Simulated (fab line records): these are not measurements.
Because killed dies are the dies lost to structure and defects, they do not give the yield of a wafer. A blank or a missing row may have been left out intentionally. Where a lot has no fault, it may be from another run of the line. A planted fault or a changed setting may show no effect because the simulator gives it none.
fab line records -- flow n5-finfet
record lots=7, wafers=21
route steps=1938 shown ZERO_LAYER@9 WELL_APT@39 FIN_SAQP@147 SD_EPI_N@263
start-h: hours from the record's opening day to when the first of the lot's shown wafers began -- wait-h: hours since the lot's step before -- " identical to the entry in the row above -- L1.1+2: several wafers, shown together as one row -- - no value, or no start given -- * or withheld: withheld -- < > ~ a bound
route shown NAME@n: a module of which the file shows steps, and the number in the route of the first -- usual: the fault-free wafers' mean and standard deviation -- same: alike in all rows -- chamber/n: place in a boat -- sites: each site's reading -- _std_site: standard deviation across them -- _edge_site: mean of outer sites minus mean of inner sites -- radius-mm: how far each site lies from the wafer's centre -- mask NAME#n: copy n -- behind: the tool/chamber that last shaped the wafer -- hold: why the lot was held/for how many hours/how that ended -- device: the transistor (n, p or np) that didn't switch -- end of line: the tests these same wafers got at the end of their route -- step lacking rows: just its recipe -- killed: dies that structure and defects cost at the first sort, which is not the same as the wafer's yield -- map: a wafer's dies, marking killed ones x, the rest . and places with no die _
set.NAME: the setting that was run; set.NAME@STEP: the one run at that earlier step -- model.NAME: the simulator's own value behind a step, which no gauge read
lots run with intentionally changed settings; tables by step, rows by wafer
## steps
# step N5_ZERO_LAYER_EXPOSE_08
# recipe mask-id=ZERO, na=0.55, source-shape=conventional, sigma-outer=0.8, polarization=unpolarized, defocus-nm=0, target-cd-nm=2000, dose-mj=16.2
lot.wafer,tool,chamber,start-h,wait-h,mask,set.dose-mj
L078.1+2,krf-scanner-02,0,36.59,-,ZERO#0,15.88
L078.3,krf-scanner-02,0,36.59,-,ZERO#0,16.2
L081.1+6,krf-scanner-02,0,54.78,-,ZERO#0,16.7
L081.3,krf-scanner-02,0,54.78,-,ZERO#0,16.2
L089.3,krf-scanner-01,0,102.48,-,ZERO#0,15.84
L089.5+6,krf-scanner-01,0,102.48,-,ZERO#0,16.2
L090.1+5+6,krf-scanner-01,0,108.46,-,ZERO#0,16.2
L094.1,krf-scanner-02,0,132.59,-,ZERO#0,17.37
L094.2+5,krf-scanner-02,0,132.59,-,ZERO#0,16.2
L096.1+2+4,krf-scanner-02,0,144.64,-,ZERO#0,16.2
L097.1+3,krf-scanner-02,0,150.46,-,ZERO#0,16.2
L097.2,krf-scanner-02,0,150.46,-,ZERO#0,15.1
# step N5_ZERO_LAYER_PEB_09
# recipe peb-temp-c=withheld, peb-time-s=*
# step N5_ZERO_LAYER_DEVELOP_10
# recipe develop-time-s=60, rinse-liquid=diw, dry=air-spin, dev-temp-c=21
# step N5_ZERO_LAYER_HARDBAKE_23
# recipe temp-c=130, time-s=120
# step N5_ZERO_LAYER_CD_MEAS_11
# recipe target-cd-nm=2000, landing-energy-ev=500, detector=se-inlens
# usual cd-nm=2001.5/2.2
lot.wafer,tool,chamber,start-h,wait-h,set.dose-mj@ZERO_LAYER_EXPOSE_08,cd-nm
L078.1,cd-sem-02,0,36.77,-,15.88,1998.2
L078.2,cd-sem-02,0,36.77,-,15.88,1997.9
L078.3,cd-sem-02,0,36.77,-,16.2,2004.1
L081.1,cd-sem-03,0,54.95,-,16.7,2007.5
L081.3,cd-sem-03,0,54.95,-,16.2,2002.4
L081.6,cd-sem-03,0,54.95,-,16.7,2005.3
L089.3,cd-sem-02,0,102.65,-,15.84,1998.5
L089.5,cd-sem-02,0,102.65,-,16.2,1999.6
L089.6,cd-sem-02,0,102.65,-,16.2,2002.4
L090.1,cd-sem-01,0,108.64,-,16.2,1999.9
L090.5,cd-sem-01,0,108.64,-,16.2,1998.2
L090.6,cd-sem-01,0,108.64,-,16.2,2000.3
L094.1,cd-sem-01,0,132.77,-,17.37,2014.9
L094.2,cd-sem-01,0,132.77,-,16.2,2002.3
L094.5,cd-sem-01,0,132.77,-,16.2,1999.5
L096.1,cd-sem-01,0,144.82,-,16.2,2005.1
L096.2,cd-sem-01,0,144.82,-,16.2,1999.7
L096.4,cd-sem-01,0,144.82,-,16.2,2004.5
L097.1,cd-sem-01,0,150.64,-,16.2,2002.3
L097.2,cd-sem-01,0,150.64,-,15.1,1990.0
L097.3,cd-sem-01,0,150.64,-,16.2,2006.2
# step N5_ZERO_LAYER_DESCUM_16
# recipe chemistry=O2, time-s=7.9, source-power-w=50, bias-power-w=20, pressure-mtorr=20, rf-frequency-hz=2.712e+07, temp-c=40, o2-flow-sccm=225
lot.wafer,tool,chamber,start-h,wait-h,set.dose-mj@ZERO_LAYER_EXPOSE_08,model.ZERO_LAYER.cd-nm
L078.1+2,rie-diel-05,"1,3",36.81,0.0,15.88,1998
L078.3,rie-diel-05,0,36.81,0.0,16.2,2004
L081.1,rie-diel-05,0,54.99,0.0,16.7,2007
L081.3,rie-diel-05,2,54.99,0.0,16.2,2002
L081.6,rie-diel-05,0,54.99,0.0,16.7,2005
L089.3,rie-diel-02,3,103.28,0.6,15.84,1998
L089.5,rie-diel-02,1,103.28,0.6,16.2,2000
L089.6,rie-diel-02,0,103.28,0.6,16.2,2002
L090.1+6,rie-diel-06,3,108.68,0.0,16.2,2000
L090.5,rie-diel-06,1,108.68,0.0,16.2,1998
L094.1,rie-diel-02,3,132.86,0.1,17.37,2015
L094.2,rie-diel-02,1,132.86,0.1,16.2,2002
L094.5,rie-diel-02,0,132.86,0.1,16.2,2000
L096.1+4,rie-diel-02,"2,3",145.43,0.6,16.2,2005
L096.2,rie-diel-02,1,145.43,0.6,16.2,2000
L097.1,rie-diel-02,1,150.68,0.0,16.2,2002
L097.2,rie-diel-02,3,150.68,0.0,15.1,1990
L097.3,rie-diel-02,2,150.68,0.0,16.2,2006
# step N5_WELL_APT_EXPOSE_22
# recipe mask-id=PWELL, na=0.8, source-shape=conventional, sigma-outer=0.8, polarization=unpolarized, defocus-nm=0, target-cd-nm=200, dose-mj=23.2
lot.wafer,tool,chamber,start-h,wait-h,mask,set.dose-mj
L078.1,krf-scanner-02,0,38.92,-,PWELL#0,23.2
L078.2+3,krf-scanner-02,0,38.92,-,PWELL#0,24.89
L081.1,krf-scanner-02,0,57.35,-,PWELL#0,23.2
L081.3+6,krf-scanner-02,0,57.35,-,PWELL#0,21.81
L089.3+5,krf-scanner-01,0,105.37,-,PWELL#0,24.71
L089.6,krf-scanner-01,0,105.37,-,PWELL#0,23.2
L090.1+5+6,krf-scanner-02,0,110.78,-,PWELL#0,23.2
L094.1+5,krf-scanner-01,0,134.86,-,PWELL#0,23.2
L094.2,krf-scanner-01,0,134.86,-,PWELL#0,21.93
L096.1+2+4,krf-scanner-02,0,147.52,-,PWELL#0,23.2
L097.1+2,krf-scanner-01,0,152.79,-,PWELL#0,21.61
L097.3,krf-scanner-01,0,152.79,-,PWELL#0,23.2
# step N5_WELL_APT_PEB_23
# recipe peb-temp-c=130, peb-time-s=90
lot.wafer,tool,chamber,start-h,wait-h,set.peb-temp-c
L078.1+3,litho-track-05,0,38.97,0.1,130
L078.2,litho-track-05,0,38.97,0.1,132.2
L081.1+3,litho-track-01,0,57.41,0.1,130
L081.6,litho-track-01,0,57.41,0.1,128.5
L089.3,litho-track-01,0,105.41,0.0,130
L089.5+6,litho-track-01,0,105.41,0.0,128.6
L090.1+5+6,litho-track-01,0,110.83,0.1,130
L094.1+2,litho-track-05,0,134.91,0.1,133.4
L094.5,litho-track-05,0,134.91,0.1,130
L096.1,litho-track-01,0,147.58,0.1,130
L096.2+4,litho-track-01,0,147.58,0.1,128.9
L097.1+3,litho-track-02,0,152.85,0.1,130
L097.2,litho-track-02,0,152.85,0.1,133.6
# step N5_WELL_APT_DEVELOP_24
# recipe develop-time-s=45, rinse-liquid=surfactant-rinse, dry=air-spin, dev-temp-c=21
# step N5_WELL_APT_HARDBAKE_29
# recipe temp-c=130, time-s=120
# step N5_WELL_APT_CD_MEAS_25
# recipe target-cd-nm=200, landing-energy-ev=500, detector=se-inlens
# usual cd-nm=200.8/2.4
lot.wafer,tool,chamber,start-h,wait-h,set.dose-mj@WELL_APT_EXPOSE_22,set.peb-temp-c@WELL_APT_PEB_23,cd-nm
L078.1,cd-sem-01,0,39.09,-,23.2,130,198.6
L078.2,cd-sem-01,0,39.09,-,24.89,132.2,224.5
L078.3,cd-sem-01,0,39.09,-,24.89,130,216.1
L081.1,cd-sem-01,0,57.52,-,23.2,130,201.9
L081.3,cd-sem-01,0,57.52,-,21.81,130,189.9
L081.6,cd-sem-01,0,57.52,-,21.81,128.5,181.6
L089.3,cd-sem-01,0,105.53,-,24.71,130,213.1
L089.5,cd-sem-01,0,105.53,-,24.71,128.6,207.2
L089.6,cd-sem-01,0,105.53,-,23.2,128.6,190.2
L090.1,cd-sem-02,0,110.95,-,23.2,130,199.0
L090.5,cd-sem-02,0,110.95,-,23.2,130,196.1
L090.6,cd-sem-02,0,110.95,-,23.2,130,198.5
L094.1,cd-sem-01,0,135.03,-,23.2,133.4,217.5
L094.2,cd-sem-01,0,135.03,-,21.93,133.4,208.1
L094.5,cd-sem-01,0,135.03,-,23.2,130,201.1
L096.1,cd-sem-03,0,147.70,-,23.2,130,200.7
L096.2,cd-sem-03,0,147.70,-,23.2,128.9,193.4
L096.4,cd-sem-03,0,147.70,-,23.2,128.9,190.4
L097.1,cd-sem-03,0,152.96,-,21.61,130,183.9
L097.2,cd-sem-03,0,152.96,-,21.61,133.6,206.4
L097.3,cd-sem-03,0,152.96,-,23.2,130,203.3
# step N5_WELL_APT_DESCUM_30
# recipe chemistry=O2, time-s=7.9, source-power-w=50, bias-power-w=20, pressure-mtorr=20, rf-frequency-hz=2.712e+07, temp-c=40, o2-flow-sccm=225
lot.wafer,tool,chamber,start-h,wait-h,set.dose-mj@WELL_APT_EXPOSE_22,set.peb-temp-c@WELL_APT_PEB_23,model.WELL_APT.cd-nm
L078.1,rie-diel-03,3,39.18,0.0,23.2,130,198.4
L078.2,rie-diel-03,1,39.18,0.0,24.89,132.2,224.5
L078.3,rie-diel-03,0,39.18,0.0,24.89,130,215.9
L081.1,rie-diel-01,0,57.61,0.0,23.2,130,201.7
L081.3,rie-diel-01,2,57.61,0.0,21.81,130,189.5
L081.6,rie-diel-01,3,57.61,0.0,21.81,128.5,182
L089.3,rie-diel-04,0,105.84,0.3,24.71,130,212.9
L089.5,rie-diel-04,0,105.84,0.3,24.71,128.6,207.4
L089.6,rie-diel-04,2,105.84,0.3,23.2,128.6,189.9
L090.1,rie-diel-04,2,111.12,0.1,23.2,130,199.3
L090.5,rie-diel-04,2,111.12,0.1,23.2,130,196.1
L090.6,rie-diel-04,0,111.12,0.1,23.2,130,198.6
L094.1,rie-diel-03,3,135.35,0.3,23.2,133.4,217.5
L094.2,rie-diel-03,2,135.35,0.3,21.93,133.4,208.5
L094.5,rie-diel-03,2,135.35,0.3,23.2,130,201.2
L096.1,rie-diel-03,2,147.79,0.0,23.2,130,200.9
L096.2,rie-diel-03,3,147.79,0.0,23.2,128.9,193.8
L096.4,rie-diel-03,1,147.79,0.0,23.2,128.9,190.6
L097.1,rie-diel-03,3,153.05,0.0,21.61,130,184
L097.2,rie-diel-03,2,153.05,0.0,21.61,133.6,206.4
L097.3,rie-diel-03,0,153.05,0.0,23.2,130,203.5
# step N5_FIN_SAQP_FIN_ETCH_36
# recipe chemistry=HBr/Cl2/O2, target-depth-a=1200, mask-material=SiNx, time-s=50.4, bias-w=102, pressure-mtorr=10, icp-w=800, HBr_flow_sccm=150, Cl2_flow_sccm=80, O2_flow_sccm=12
lot.wafer,tool,chamber,start-h,wait-h,set.icp-w,model.FIN_SAQP.feature-depth-nm,model.etch.depth-nm
L078.1,rie-si-02,2,50.46,0.0,742.1,111.8,111.8
L078.2,rie-si-02,1,50.46,0.0,800,123,123.1
L078.3,rie-si-02,0,50.46,0.0,742.1,113.2,113.3
L081.1,rie-si-04,3,70.00,0.0,670.3,110,109.9
L081.3,rie-si-04,0,70.00,0.0,800,121.6,121.6
L081.6,rie-si-04,1,70.00,0.0,670.3,112.2,112.2
L089.3,rie-si-04,0,116.25,0.0,800,123.4,123.5
L089.5,rie-si-04,3,116.25,0.0,761.9,116.4,116.5
L089.6,rie-si-04,0,116.25,0.0,761.9,121.4,121.4
L090.1,rie-si-02,3,122.43,0.0,800,115.2,115.2
L090.5,rie-si-02,0,122.43,0.0,800,114.8,114.8
L090.6,rie-si-02,3,122.43,0.0,800,115,115
L094.1,rie-si-04,2,147.85,0.0,800,119,119
L094.2,rie-si-04,1,147.85,0.0,800,120.6,120.5
L094.5,rie-si-04,3,147.85,0.0,800,119.6,119.7
L096.1,rie-si-04,3,158.23,0.0,914.7,126.4,126.3
L096.2,rie-si-04,1,158.23,0.0,914.7,129.6,129.7
L096.4,rie-si-04,3,158.23,0.0,800,119.8,119.7
L097.1,rie-si-05,1,164.66,0.0,800,121.4,121.4
L097.2,rie-si-05,3,164.66,0.0,800,120.6,120.6
L097.3,rie-si-05,0,164.66,0.0,800,119.8,119.8
# step N5_FIN_SAQP_PRECLEAN_38
# recipe chemistry=O3/DIW, time-s=45, temp-c=22, o3-ppm=10
# step N5_FIN_SAQP_PRECLEAN_45
# recipe chemistry=dHF, time-s=10, dilution=500:1, temp-c=25
# step N5_FIN_SAQP_SRD_39
# recipe dry=ipa-marangoni, time-s=30, temp-c=23, rinse-liquid=diw
# step N5_FIN_SAQP_OCD_MEAS_76
# usual trench-depth-nm=119/3.1
lot.wafer,tool,chamber,start-h,wait-h,set.icp-w@FIN_SAQP_FIN_ETCH_36,trench-depth-nm
L078.1,ocd-02,-,50.69,0.0,742.1,112
L078.2,ocd-02,-,50.69,0.0,800,123
L078.3,ocd-02,-,50.69,0.0,742.1,113
L081.1,ocd-01,-,70.22,0.0,670.3,110
L081.3,ocd-01,-,70.22,0.0,800,122
L081.6,ocd-01,-,70.22,0.0,670.3,112
L089.3,ocd-01,-,116.48,0.0,800,123
L089.5,ocd-01,-,116.48,0.0,761.9,116
L089.6,ocd-01,-,116.48,0.0,761.9,122
L090.1,ocd-02,-,122.65,0.0,800,115
L090.5,ocd-02,-,122.65,0.0,800,115
L090.6,ocd-02,-,122.65,0.0,800,115
L094.1,ocd-02,-,148.07,0.0,800,119
L094.2,ocd-02,-,148.07,0.0,800,120
L094.5,ocd-02,-,148.07,0.0,800,120
L096.1,ocd-01,-,158.47,0.0,914.7,126
L096.2,ocd-01,-,158.47,0.0,914.7,130
L096.4,ocd-01,-,158.47,0.0,800,120
L097.1,ocd-02,-,164.88,0.0,800,122
L097.2,ocd-02,-,164.88,0.0,800,120
L097.3,ocd-02,-,164.88,0.0,800,120
# step N5_SD_EPI_N_COAT_33
# recipe resist=SiARC, temp-c=220, time-s=60, spin-rpm=1500, resist-thk-nm=35
lot.wafer,tool,chamber,start-h,wait-h,set.spin-rpm,model.SiARC_of_SD_EPI_N_COAT_33.thk-nm
L078.1,litho-track-02,0,-,-,1500,35
L078.2,litho-track-02,0,-,-,1600,33.6
L078.3,litho-track-02,0,-,-,1600,33.8
L081.1+3+6,litho-track-05,0,-,-,1615,33.6
L089.3+5+6,litho-track-01,0,-,-,1500,35.2
L090.1+5+6,litho-track-02,0,-,-,1500,35
L094.1+2+5,litho-track-02,0,-,-,1500,35
L096.1,litho-track-01,0,-,-,1500,35
L096.2,litho-track-01,0,-,-,1384,36.4
L096.4,litho-track-01,0,-,-,1500,35.2
L097.1+2,litho-track-02,0,-,-,1500,34.8
L097.3,litho-track-02,0,-,-,1638,33.4
# step N5_SD_EPI_N_PEB_07
# recipe peb-temp-c=110, peb-time-s=60, resist=CAR-ArF-block
lot.wafer,tool,chamber,start-h,wait-h,set.peb-time-s
L078.1+2,litho-track-02,0,74.73,0.1,60
L078.3,litho-track-02,0,74.73,0.1,55.74
L081.1,litho-track-01,0,92.14,0.1,55.79
L081.3+6,litho-track-01,0,92.14,0.1,60
L089.3+5,litho-track-02,0,139.74,0.0,60
L089.6,litho-track-02,0,139.74,0.0,65.4
L090.1+5+6,litho-track-01,0,144.06,0.1,60
L094.1+2,litho-track-05,0,169.99,0.1,67.23
L094.5,litho-track-05,0,169.99,0.1,60
L096.1+2+4,litho-track-05,0,182.05,0.1,60
L097.1,litho-track-01,0,186.73,0.1,60
L097.2+3,litho-track-01,0,186.73,0.1,50.04
# step N5_SD_EPI_N_DEVELOP_08
# recipe develop-time-s=30, developer=TMAH, resist=CAR-ArF-block, dev-temp-c=23, rinse-liquid=diw, dry=air-spin
# step N5_SD_EPI_N_CD_MEAS_09
# recipe target-cd-nm=120, landing-energy-ev=500, detector=se-inlens
# usual cd-nm=120.1/1
lot.wafer,tool,chamber,start-h,wait-h,set.peb-time-s@SD_EPI_N_PEB_07,cd-nm
L078.1,cd-sem-01,0,74.80,-,60,121.9
L078.2,cd-sem-01,0,74.80,-,60,120.9
L078.3,cd-sem-01,0,74.80,-,55.74,117.2
L081.1,cd-sem-02,0,92.20,-,55.79,117.3
L081.3,cd-sem-02,0,92.20,-,60,119.5
L081.6,cd-sem-02,0,92.20,-,60,119.0
L089.3,cd-sem-03,0,139.81,-,60,121.2
L089.5,cd-sem-03,0,139.81,-,60,122.2
L089.6,cd-sem-03,0,139.81,-,65.4,123.5
L090.1,cd-sem-01,0,144.13,-,60,119.8
L090.5,cd-sem-01,0,144.13,-,60,119.6
L090.6,cd-sem-01,0,144.13,-,60,120.0
L094.1,cd-sem-02,0,170.06,-,67.23,122.3
L094.2,cd-sem-02,0,170.06,-,67.23,124.1
L094.5,cd-sem-02,0,170.06,-,60,120.0
L096.1,cd-sem-03,0,182.11,-,60,121.1
L096.2,cd-sem-03,0,182.11,-,60,119.3
L096.4,cd-sem-03,0,182.11,-,60,120.6
L097.1,cd-sem-02,0,186.79,-,60,119.7
L097.2,cd-sem-02,0,186.79,-,50.04,113.0
L097.3,cd-sem-02,0,186.79,-,50.04,111.7
# step N5_SD_EPI_N_DESCUM_14
# recipe chemistry=O2, time-s=7.9, source-power-w=50, bias-power-w=20, pressure-mtorr=20, rf-frequency-hz=2.712e+07, temp-c=40, resist=CAR-ArF-block, o2-flow-sccm=225
lot.wafer,tool,chamber,start-h,wait-h,set.peb-time-s@SD_EPI_N_PEB_07,model.SD_EPI_N.cd-nm
L078.1,rie-diel-01,0,75.08,0.2,60,121.6
L078.2,rie-diel-01,1,75.08,0.2,60,121
L078.3,rie-diel-01,2,75.08,0.2,55.74,117.4
L081.1,rie-diel-01,2,92.36,0.1,55.79,117.2
L081.3,rie-diel-01,0,92.36,0.1,60,119.4
L081.6,rie-diel-01,1,92.36,0.1,60,119
L089.3,rie-diel-03,2,140.20,0.3,60,121.4
L089.5,rie-diel-03,3,140.20,0.3,60,122
L089.6,rie-diel-03,2,140.20,0.3,65.4,123.2
L090.1+6,rie-diel-04,1,144.25,0.1,60,120
L090.5,rie-diel-04,2,144.25,0.1,60,119.8
L094.1,rie-diel-04,2,170.15,0.0,67.23,122.6
L094.2,rie-diel-04,3,170.15,0.0,67.23,124
L094.5,rie-diel-04,2,170.15,0.0,60,119.8
L096.1,rie-diel-01,3,182.24,0.1,60,121
L096.2,rie-diel-01,0,182.24,0.1,60,119.4
L096.4,rie-diel-01,2,182.24,0.1,60,120.4
L097.1,rie-diel-04,2,186.88,0.0,60,119.8
L097.2,rie-diel-04,0,186.88,0.0,50.04,113
L097.3,rie-diel-04,3,186.88,0.0,50.04,111.4
# step N5_SD_EPI_N_ETCH_34
# recipe chemistry=CF4, target=SiARC, target-depth-a=455, mask-material=CAR-ArF-block, time-s=75.8, ion-energy-ev=80, pressure-mtorr=40, source-w=545, bias-w=36, Ar_flow_sccm=100, cf4-flow-sccm=100, ends=cleared
lot.wafer,tool,chamber,start-h,wait-h,set.spin-rpm@SD_EPI_N_COAT_33,model.etch.depth-nm,model.CAR-ArF-block_of_SD_EPI_N_COAT_03.thk-nm
L078.1,rie-diel-01,0,75.11,0.0,1500,34.92,111
L078.2,rie-diel-01,1,75.11,0.0,1600,33.68,112.4
L078.3,rie-diel-01,2,75.11,0.0,1600,33.74,112.4
L081.1,rie-diel-01,2,92.39,0.0,1615,33.6,113
L081.3,rie-diel-01,0,92.39,0.0,1615,33.55,112.6
L081.6,rie-diel-01,1,92.39,0.0,1615,33.67,112.6
L089.3,rie-diel-03,2,140.23,0.0,1500,35.15,111.6
L089.5,rie-diel-03,3,140.23,0.0,1500,35.1,111.6
L089.6,rie-diel-03,2,140.23,0.0,1500,35.12,111.4
L090.1,rie-diel-04,1,144.28,0.0,1500,34.98,110.6
L090.5,rie-diel-04,2,144.28,0.0,1500,35.03,111
L090.6,rie-diel-04,1,144.28,0.0,1500,35.02,111
L094.1,rie-diel-04,2,170.19,0.0,1500,35.02,110.2
L094.2,rie-diel-04,3,170.19,0.0,1500,35.07,110.8
L094.5,rie-diel-04,2,170.19,0.0,1500,35.08,110.4
L096.1,rie-diel-01,3,182.27,0.0,1500,34.98,111.6
L096.2,rie-diel-01,0,182.27,0.0,1384,36.44,110.4
L096.4,rie-diel-01,2,182.27,0.0,1500,35.12,111.2
L097.1,rie-diel-04,2,186.92,0.0,1500,34.77,110.2
L097.2,rie-diel-04,0,186.92,0.0,1500,34.88,110.4
L097.3,rie-diel-04,3,186.92,0.0,1638,33.35,111.4
# step N5_SD_EPI_N_ETCH_35
# recipe chemistry=N2/H2, target=SOC, overetch-a=1080, mask-material=SiARC, temp-c=40, ion-energy-ev=100, source-w=3000, bias-w=133, pressure-mtorr=20, time-s=486, n2-flow-sccm=200, h2-flow-sccm=200
lot.wafer,tool,chamber,start-h,wait-h,set.peb-time-s@SD_EPI_N_PEB_07,model.SD_EPI_N.cd-nm
L078.1,rie-diel-01,0,75.17,0.0,60,121.8
L078.2,rie-diel-01,1,75.17,0.0,60,123.4
L078.3,rie-diel-01,2,75.17,0.0,55.74,117.4
L081.1,rie-diel-01,2,92.45,0.0,55.79,115.4
L081.3,rie-diel-01,0,92.45,0.0,60,118.8
L081.6,rie-diel-01,1,92.45,0.0,60,118.6
L089.3+5,rie-diel-03,"2,3",140.29,0.0,60,122.8
L089.6,rie-diel-03,2,140.29,0.0,65.4,123.8
L090.1,rie-diel-04,1,144.34,0.0,60,120.2
L090.5,rie-diel-04,2,144.34,0.0,60,121.4
L090.6,rie-diel-04,1,144.34,0.0,60,120.6
L094.1,rie-diel-04,2,170.24,0.0,67.23,124
L094.2,rie-diel-04,3,170.24,0.0,67.23,124.4
L094.5,rie-diel-04,2,170.24,0.0,60,120.6
L096.1,rie-diel-01,3,182.33,0.0,60,121.2
L096.2,rie-diel-01,0,182.33,0.0,60,119.6
L096.4,rie-diel-01,2,182.33,0.0,60,121
L097.1,rie-diel-04,2,186.97,0.0,60,120.6
L097.2,rie-diel-04,0,186.97,0.0,50.04,113.2
L097.3,rie-diel-04,3,186.97,0.0,50.04,111.4
# step N5_SD_EPI_N_STRIP_36
# recipe chemistry=N2/H2, temp-c=40, n2-flow-sccm=200, h2-flow-sccm=200, rf-frequency-hz=6e+07
# step N5_SD_EPI_N_ETCHBACK_44
# recipe chemistry=CH3F/O2, mode=anisotropic-etchback, target=SiNx, target-depth-a=145, stop-on=SiO2, over-etch-frac=0.3, ion-energy-ev=120, pressure-mtorr=30, source-w=395, bias-w=73, Ar_flow_sccm=150, CH3F_flow_sccm=30, O2_flow_sccm=20
lot.wafer,tool,chamber,start-h,wait-h,set.peb-time-s@SD_EPI_N_PEB_07,model.SD_EPI_N.cd-nm
L078.1,rie-diel-01,0,75.49,0.0,60,121.8
L078.2,rie-diel-01,1,75.49,0.0,60,123.4
L078.3,rie-diel-01,2,75.49,0.0,55.74,117.6
L081.1,rie-diel-01,2,92.77,0.0,55.79,115.4
L081.3,rie-diel-01,0,92.77,0.0,60,118.8
L081.6,rie-diel-01,1,92.77,0.0,60,118.6
L089.3+5,rie-diel-03,"2,3",140.61,0.0,60,122.8
L089.6,rie-diel-03,2,140.61,0.0,65.4,123.8
L090.1,rie-diel-04,1,144.66,0.0,60,120.4
L090.5,rie-diel-04,2,144.66,0.0,60,121.4
L090.6,rie-diel-04,1,144.66,0.0,60,120.6
L094.1,rie-diel-04,2,170.57,0.0,67.23,124
L094.2,rie-diel-04,3,170.57,0.0,67.23,124.4
L094.5,rie-diel-04,2,170.57,0.0,60,120.8
L096.1,rie-diel-01,3,182.65,0.0,60,121.2
L096.2,rie-diel-01,0,182.65,0.0,60,119.4
L096.4,rie-diel-01,2,182.65,0.0,60,121
L097.1,rie-diel-04,2,187.30,0.0,60,120.8
L097.2,rie-diel-04,0,187.30,0.0,50.04,113.2
L097.3,rie-diel-04,3,187.30,0.0,50.04,111.6
## key
split step=N5_ZERO_LAYER_EXPOSE_08, setting=dose-mj, stated=16.2, by=wafer
response step=N5_ZERO_LAYER_CD_MEAS_11, reading=cd-nm, change=+1.96, per=1%, r=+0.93
response step=N5_ZERO_LAYER_DESCUM_16, reading=model.ZERO_LAYER.cd-nm, change=+1.93, per=1%, r=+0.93
split step=N5_WELL_APT_EXPOSE_22, setting=dose-mj, stated=23.2, by=wafer
response step=N5_WELL_APT_CD_MEAS_25, reading=cd-nm, slope=+2.26, per=1%, together-with=peb-temp-c@WELL_APT_PEB_23, explained=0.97
response step=N5_WELL_APT_DESCUM_30, reading=model.WELL_APT.cd-nm, slope=+2.27, per=1%, together-with=peb-temp-c@WELL_APT_PEB_23, explained=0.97
split step=N5_WELL_APT_PEB_23, setting=peb-temp-c, stated=130, by=wafer
response step=N5_WELL_APT_CD_MEAS_25, reading=cd-nm, slope=+6.91, per=1%, together-with=dose-mj@WELL_APT_EXPOSE_22, explained=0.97
response step=N5_WELL_APT_DESCUM_30, reading=model.WELL_APT.cd-nm, slope=+6.89, per=1%, together-with=dose-mj@WELL_APT_EXPOSE_22, explained=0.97
split step=N5_FIN_SAQP_FIN_ETCH_36, setting=icp-w, stated=800, by=wafer
response step=N5_FIN_SAQP_FIN_ETCH_36, reading=model.FIN_SAQP.feature-depth-nm, change=+0.709, per=1%, r=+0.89
response step=N5_FIN_SAQP_FIN_ETCH_36, reading=model.etch.depth-nm, change=+0.712, per=1%, r=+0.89
response step=N5_FIN_SAQP_OCD_MEAS_76, reading=trench-depth-nm, change=+0.72, per=1%, r=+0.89
split step=N5_SD_EPI_N_COAT_33, setting=spin-rpm, stated=1500, by=wafer
response step=N5_SD_EPI_N_COAT_33, reading=model.SiARC_of_SD_EPI_N_COAT_33.thk-nm, change=-0.167, per=1%, r=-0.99
response step=N5_SD_EPI_N_ETCH_34, reading=model.etch.depth-nm, change=-0.171, per=1%, r=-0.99
response step=N5_SD_EPI_N_ETCH_34, reading=model.CAR-ArF-block_of_SD_EPI_N_COAT_03.thk-nm, change=+0.144, per=1%, r=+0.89
split step=N5_SD_EPI_N_PEB_07, setting=peb-time-s, stated=60, by=wafer
response step=N5_SD_EPI_N_CD_MEAS_09, reading=cd-nm, change=+0.365, per=1%, r=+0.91
response step=N5_SD_EPI_N_DESCUM_14, reading=model.SD_EPI_N.cd-nm, change=+0.372, per=1%, r=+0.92
response step=N5_SD_EPI_N_ETCH_35, reading=model.SD_EPI_N.cd-nm, change=+0.416, per=1%, r=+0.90
response step=N5_SD_EPI_N_ETCHBACK_44, reading=model.SD_EPI_N.cd-nm, change=+0.412, per=1%, r=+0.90
